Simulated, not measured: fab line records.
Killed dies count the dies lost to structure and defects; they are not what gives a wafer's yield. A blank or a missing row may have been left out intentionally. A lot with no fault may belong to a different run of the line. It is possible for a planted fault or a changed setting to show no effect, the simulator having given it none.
The tool behind it: which one? + flow n5-finfet + at 1 step of a route of 1938, 10 lots with 30 wafers sampled

## WHAT EACH GAUGE READ, for each wafer
N5_BEOL_M14_INSPECT_30: inspects for defects (macro).
| lot  | measured     | on                | raw-defect-count |
|------|--------------|-------------------|------------------|
| L314 | day 12 03:38 | defect-inspect-02 | 4 2 4            |
| L315 | day 12 07:07 | defect-inspect-01 | 2 1 1            |
| L316 | day 13 01:30 | defect-inspect-02 | 4 4 2            |
| L317 | day 13 12:10 | defect-inspect-02 | 0 2 2            |
| L325 | day 15 01:08 | defect-inspect-02 | 3 1 4            |
| L329 | day 15 12:47 | defect-inspect-02 | 5 0 6            |
| L327 | day 15 19:22 | defect-inspect-01 | 3 3 2            |
| L330 | day 16 09:46 | defect-inspect-01 | 0 2 0            |
| L334 | day 16 23:19 | defect-inspect-02 | 1 1 0            |
| L336 | day 19 14:08 | defect-inspect-02 | 4 1 1            |

## WHICH TOOL RAN EACH LOT (tool, then ch and the chambers of the sampled wafers, then the start)
Before these readings, the record contains no process step.

## THE ANSWER, worked out from the rows above alone
Rule: what is usual is taken from the lots themselves. The widest of any qualifying gaps counts: lots, ordered by their means at a reading, are off when they make up no more than a third of the lots, leave a main group of 4 or more, and stand apart from it by 3 or more times the standard deviation of that group's means. A main group is skipped when, at the precision printed for the reading in the tables above, its means are all equal. Also off: a lot with no number at a reading for which 4 or more lots have one. Any other lot the step has rows for is counted as sound.
No lot is off at any reading shown: from this, nothing can be told.

## WHAT THE SIMULATOR HAD INSERTED
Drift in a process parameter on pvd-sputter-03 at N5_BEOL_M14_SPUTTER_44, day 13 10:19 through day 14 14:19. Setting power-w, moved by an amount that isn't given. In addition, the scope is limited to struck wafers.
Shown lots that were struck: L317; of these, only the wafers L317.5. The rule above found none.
